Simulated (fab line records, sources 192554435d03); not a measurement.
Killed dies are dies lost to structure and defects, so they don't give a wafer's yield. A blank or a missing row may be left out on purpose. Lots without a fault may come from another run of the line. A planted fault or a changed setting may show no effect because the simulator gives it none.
Chamber matching | flow n5_finfet | N5_STI_FIN_REVEAL_ALD_14 on ald_sin-01: 4 sister chambers
The step deposits Si3N4, target thk 3 nm. 8 wafers are shown with their chamber, then 10 later ones without.

WAFERS WITH THEIR CHAMBER
wafer  | chamber | heater_power_w (W) | heater_power_outer_w (W)
L083.1 | 3       | 904                | 545
L083.5 | 0       | 905                | 506
L083.6 | 3       | 897                | 510
L084.1 | 2       | 755                | 473
L084.2 | 1       | 853                | 498
L084.4 | 0       | 873                | 485
L088.3 | 2       | 760                | 479
L088.4 | 1       | 867                | 512

WAFERS WITHOUT THEIR CHAMBER
wafer  | heater_power_w (W) | heater_power_outer_w (W)
L088.5 | 884                | 514
L090.1 | 880                | 524
L090.4 | 908                | 546
L090.5 | 758                | 487
L093.3 | 778                | 484
L093.4 | 838                | 498
L093.6 | 883                | 535
L095.1 | 891                | 511
L095.4 | 887                | 557
L095.6 | 877                | 536

WHICH CHAMBER EACH WENT THROUGH
wafer  | from the rows above          | in truth
L088.5 | can't be placed: 0 or 3 or 1 | 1
L090.1 | can't be placed: 3 or 0 or 1 | 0
L090.4 | 3                            | 3
L090.5 | 2                            | 2
L093.3 | 2                            | 2
L093.4 | 1                            | 1
L093.6 | can't be placed: 3 or 0 or 1 | 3
L095.1 | can't be placed: 0 or 3 or 1 | 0
L095.4 | can't be placed: 3 or 1 or 0 | 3
L095.6 | can't be placed: 3 or 1 or 0 | 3
Placed correctly: 4 of 10. Can't be placed from these rows: 6 (the true chamber is among the candidates in 6). Placed wrongly: 0.
How it was worked out, from the rows above alone: a wafer's distance from a chamber is the root of the sum, over the readings, of the square of ((its reading less the chamber's mean) divided by the reading's scatter). The wafer belongs to the nearest chamber; if the next one is less than 2 further off, it can't be placed. A chamber's mean is the mean of its shown wafers. The scatter: the root of (the sum of the squares of (reading less its chamber's mean) over the shown wafers, divided by (wafers less chambers)).
